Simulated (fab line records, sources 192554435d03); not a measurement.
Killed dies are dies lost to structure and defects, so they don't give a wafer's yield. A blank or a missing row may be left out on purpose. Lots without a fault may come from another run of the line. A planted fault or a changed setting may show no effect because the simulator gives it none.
Split-lot experiment | flow n5_finfet | 7 lots, 21 wafers read, on a route of 1938 steps

THE SPLIT
At N5_GATE_CUT_COAT_27 (time 60 s, resist thk 10 nm), the setting spin_rpm was moved away from the recipe's 1500 rpm on 5 of the 21 wafers read, by -7.3% to +7.2%. The other wafers ran this setting at the recipe's value.

The reading is taken at the split's own step.

THE READING
underlayer_of_GATE_CUT_COAT_27.thk_nm (the simulator's own value, which no gauge read), in nm, at N5_GATE_CUT_COAT_27 (time 60 s, resist thk 10 nm). The file gives no usual value for it.

wafer  | tool, chamber at the split | spin_rpm as run, rpm | against the recipe | underlayer_of_GATE_CUT_COAT_27.thk_nm, nm | against lot-mates on the recipe
L076.2 | litho_track-02, 0          | 1500                 | recipe             | 10                                        | -
L076.5 | litho_track-02, 0          | 1500                 | recipe             | 10                                        | -
L076.6 | litho_track-02, 0          | 1500                 | recipe             | 10                                        | -
L077.1 | litho_track-02, 0          | 1500                 | recipe             | 10                                        | -
L077.2 | litho_track-02, 0          | 1500                 | recipe             | 10                                        | -
L077.4 | litho_track-02, 0          | 1402                 | -6.5%              | 10.4                                      | +0.4
L082.1 | litho_track-02, 0          | 1500                 | recipe             | 10                                        | -
L082.4 | litho_track-02, 0          | 1500                 | recipe             | 10                                        | -
L082.5 | litho_track-02, 0          | 1568                 | +4.5%              | 9.8                                       | -0.2
L083.2 | litho_track-01, 0          | 1390                 | -7.3%              | 10.4                                      | +0.4
L083.3 | litho_track-01, 0          | 1500                 | recipe             | 10                                        | -
L083.5 | litho_track-01, 0          | 1500                 | recipe             | 10                                        | -
L090.1 | litho_track-03, 0          | 1500                 | recipe             | 10                                        | -
L090.2 | litho_track-03, 0          | 1608                 | +7.2%              | 9.8                                       | -0.2
L090.5 | litho_track-03, 0          | 1608                 | +7.2%              | 9.8                                       | -0.2
L094.3 | litho_track-02, 0          | 1500                 | recipe             | 10                                        | -
L094.4 | litho_track-02, 0          | 1500                 | recipe             | 10                                        | -
L094.6 | litho_track-02, 0          | 1500                 | recipe             | 10                                        | -
L096.1 | litho_track-01, 0          | 1500                 | recipe             | 10                                        | -
L096.2 | litho_track-01, 0          | 1500                 | recipe             | 10                                        | -
L096.5 | litho_track-01, 0          | 1500                 | recipe             | 10                                        | -

THE FIT
A straight line over all 21 wafers: underlayer_of_GATE_CUT_COAT_27.thk_nm changes by -0.0427 nm for each +1% of spin_rpm; r = -0.96; the points scatter about the line by 0.044 nm.
The same after taking each lot's own level away (the mean of its wafers on the recipe; 21 wafers): -0.0427 nm for each +1%; r = -0.96; scatter 0.044 nm.
On that fit, the largest move of spin_rpm shifts the reading by 0.31 nm.
The lots' own levels span 10.00 to 10.00 nm.
So the lot-to-lot level changes the slope little: the two slopes agree.
Check: with one of the wafers moved furthest among these (-7.3%) left out of the fit, the line predicts +0.303 nm for it against its lot-mates. It came out at +0.4 nm against them.

OTHER SPLITS ON THESE WAFERS
These wafers also went through other splits before the reading. Each is held against what the fit with the lots' levels taken away leaves over:
other split on the same wafers | wafers away from the commonest value | r with underlayer_of_GATE_CUT_COAT_27.thk_nm (lot level and that fit taken away)
N5_SD_EPI_N_PEB_07 peb_time_s  | 9                                    | -0.14
N5_SDB_ALD_29 ald_cycles       | 9                                    | +0.42
N5_HKMG_FIN_ETCH_54 source_w   | 5                                    | -0.08
N5_HKMG_FIN_ETCH_55 bias_w     | 12                                   | -0.25

THE FILE'S OWN FIT
underlayer_of_GATE_CUT_COAT_27.thk_nm changes by -0.0467 nm for each +1% of spin_rpm, r = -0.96.
